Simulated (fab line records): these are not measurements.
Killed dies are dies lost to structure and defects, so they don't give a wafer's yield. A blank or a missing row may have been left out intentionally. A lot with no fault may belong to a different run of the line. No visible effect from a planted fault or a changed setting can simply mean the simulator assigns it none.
Split-lot experiment / flow n5_finfet / 21 wafers read across 7 lots, on a route 1938 steps long

## ON THE SPLIT
At N5_FIN_CUT_CUT_ETCH_15 (etches Si in HBr/Cl2/O2, target depth 100 nm, bt time 10 s, time 42.4 s), the setting time_s was moved away from the recipe's 42.4 s on 5 of the 21 wafers read, by -22.0% to +12.4%. For the rest of the wafers, this setting stayed at what the recipe calls for.

Reading taken at the split's own step.

## THE READING
SOC_of_FIN_CUT_COAT_18.thk_nm (the simulator's own value, which no gauge read), in nm, at N5_FIN_CUT_CUT_ETCH_15 (etches Si in HBr/Cl2/O2, target depth 100 nm, bt time 10 s, time 42.4 s). The file gives no usual value for it. Average 170.6 nm, standard deviation 0.73 nm, over the 16 wafers here run with the recipe.

wafer=L074.3; tool, chamber at the split=rie_si-05, 2; time_s as run, s=42.4; against the recipe=recipe; SOC_of_FIN_CUT_COAT_18.thk_nm, nm=170.4; against lot-mates on the recipe=-
wafer=L074.5; tool, chamber at the split=rie_si-05, 1; time_s as run, s=39.57; against the recipe=-6.7%; SOC_of_FIN_CUT_COAT_18.thk_nm, nm=172.8; against lot-mates on the recipe=+2.7
wafer=L074.6; tool, chamber at the split=rie_si-05, 0; time_s as run, s=42.4; against the recipe=recipe; SOC_of_FIN_CUT_COAT_18.thk_nm, nm=169.8; against lot-mates on the recipe=-
wafer=L077.1; tool, chamber at the split=rie_si-05, 1; time_s as run, s=42.4; against the recipe=recipe; SOC_of_FIN_CUT_COAT_18.thk_nm, nm=172.2; against lot-mates on the recipe=-
wafer=L077.4; tool, chamber at the split=rie_si-05, 0; time_s as run, s=42.4; against the recipe=recipe; SOC_of_FIN_CUT_COAT_18.thk_nm, nm=170.4; against lot-mates on the recipe=-
wafer=L077.5; tool, chamber at the split=rie_si-05, 1; time_s as run, s=42.4; against the recipe=recipe; SOC_of_FIN_CUT_COAT_18.thk_nm, nm=171.8; against lot-mates on the recipe=-
wafer=L086.1; tool, chamber at the split=rie_si-02, 3; time_s as run, s=42.4; against the recipe=recipe; SOC_of_FIN_CUT_COAT_18.thk_nm, nm=170.4; against lot-mates on the recipe=-
wafer=L086.3; tool, chamber at the split=rie_si-02, 0; time_s as run, s=42.4; against the recipe=recipe; SOC_of_FIN_CUT_COAT_18.thk_nm, nm=171.2; against lot-mates on the recipe=-
wafer=L086.6; tool, chamber at the split=rie_si-02, 3; time_s as run, s=42.4; against the recipe=recipe; SOC_of_FIN_CUT_COAT_18.thk_nm, nm=170.2; against lot-mates on the recipe=-
wafer=L087.1; tool, chamber at the split=rie_si-05, 3; time_s as run, s=42.4; against the recipe=recipe; SOC_of_FIN_CUT_COAT_18.thk_nm, nm=169.8; against lot-mates on the recipe=-
wafer=L087.2; tool, chamber at the split=rie_si-05, 2; time_s as run, s=36.56; against the recipe=-13.8%; SOC_of_FIN_CUT_COAT_18.thk_nm, nm=176.6; against lot-mates on the recipe=+6.5
wafer=L087.6; tool, chamber at the split=rie_si-05, 2; time_s as run, s=42.4; against the recipe=recipe; SOC_of_FIN_CUT_COAT_18.thk_nm, nm=170.4; against lot-mates on the recipe=-
wafer=L091.3; tool, chamber at the split=rie_si-02, 1; time_s as run, s=42.4; against the recipe=recipe; SOC_of_FIN_CUT_COAT_18.thk_nm, nm=170.6; against lot-mates on the recipe=-
wafer=L091.4; tool, chamber at the split=rie_si-02, 0; time_s as run, s=42.4; against the recipe=recipe; SOC_of_FIN_CUT_COAT_18.thk_nm, nm=169.8; against lot-mates on the recipe=-
wafer=L091.6; tool, chamber at the split=rie_si-02, 2; time_s as run, s=47.65; against the recipe=+12.4%; SOC_of_FIN_CUT_COAT_18.thk_nm, nm=164.8; against lot-mates on the recipe=-5.4
wafer=L093.1; tool, chamber at the split=rie_si-04, 2; time_s as run, s=42.4; against the recipe=recipe; SOC_of_FIN_CUT_COAT_18.thk_nm, nm=170; against lot-mates on the recipe=-
wafer=L093.2; tool, chamber at the split=rie_si-04, 3; time_s as run, s=42.4; against the recipe=recipe; SOC_of_FIN_CUT_COAT_18.thk_nm, nm=170.8; against lot-mates on the recipe=-
wafer=L093.4; tool, chamber at the split=rie_si-04, 1; time_s as run, s=33.06; against the recipe=-22.0%; SOC_of_FIN_CUT_COAT_18.thk_nm, nm=177.6; against lot-mates on the recipe=+7.2
wafer=L094.2; tool, chamber at the split=rie_si-02, 0; time_s as run, s=42.4; against the recipe=recipe; SOC_of_FIN_CUT_COAT_18.thk_nm, nm=170.2; against lot-mates on the recipe=-
wafer=L094.4; tool, chamber at the split=rie_si-02, 2; time_s as run, s=42.4; against the recipe=recipe; SOC_of_FIN_CUT_COAT_18.thk_nm, nm=171.8; against lot-mates on the recipe=-
wafer=L094.6; tool, chamber at the split=rie_si-02, 2; time_s as run, s=37.69; against the recipe=-11.1%; SOC_of_FIN_CUT_COAT_18.thk_nm, nm=174.8; against lot-mates on the recipe=+3.8

FIT RESULTS
A straight line over all 21 wafers: SOC_of_FIN_CUT_COAT_18.thk_nm changes by -0.375 nm for each +1% of time_s; r = -0.96; the points scatter about the line by 0.8 nm.
The same after taking each lot's own level away (the mean of its wafers on the recipe; 21 wafers): -0.378 nm for each +1%; r = -0.97; scatter 0.66 nm.
On that fit, the largest move of time_s shifts the reading by 8.3 nm.
From 170.10 to 171.47 nm: that is the span of the lots' own levels, equal to 1.9 times the standard deviation above.
The two slopes agree, so the slope changes little with the lot-to-lot level.
Check: with one of the wafers moved furthest among these (-22.0%) left out of the fit, the line predicts +9.33 nm for it against its lot-mates. Against them it came out at +7.2 nm.

## ADDITIONAL SPLITS CARRIED BY THESE WAFERS
Other splits were also applied to these wafers ahead of the reading. Each is held against what the fit with the lots' levels taken away leaves over:
other split on the same wafers=N5_ZERO_LAYER_EXPOSE_08 dose_mj; wafers away from the commonest value=6; r with SOC_of_FIN_CUT_COAT_18.thk_nm (lot level and that fit taken away)=-0.02
other split on the same wafers=N5_ZERO_LAYER_DEVELOP_10 develop_time_s; wafers away from the commonest value=7; r with SOC_of_FIN_CUT_COAT_18.thk_nm (lot level and that fit taken away)=-0.20

## THE WHOLE CHAIN: every reading that the file lists as answering this split, in the file's order
step=N5_FIN_CUT_CUT_ETCH_15; what it does=etches Si in HBr/Cl2/O2, target depth 100 nm, bt time 10 s, time 42.4 s; reading=FIN_CUT.feature_depth_nm (the simulator's own value, which no gauge read); change (the file's fit)=+1 nm for each +1% of the setting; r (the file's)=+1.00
step=N5_FIN_CUT_CUT_ETCH_15; what it does=etches Si in HBr/Cl2/O2, target depth 100 nm, bt time 10 s, time 42.4 s; reading=etch.depth_nm (the simulator's own value, which no gauge read); change (the file's fit)=+1 nm for each +1% of the setting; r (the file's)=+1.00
step=N5_FIN_CUT_CUT_ETCH_15; what it does=etches Si in HBr/Cl2/O2, target depth 100 nm, bt time 10 s, time 42.4 s; reading=SOC_of_FIN_CUT_COAT_18.thk_nm (the simulator's own value, which no gauge read); change (the file's fit)=-0.377 nm for each +1% of the setting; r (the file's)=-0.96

## THE FILE'S OWN FIT
SOC_of_FIN_CUT_COAT_18.thk_nm changes by -0.377 nm for each +1% of time_s, r = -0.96.
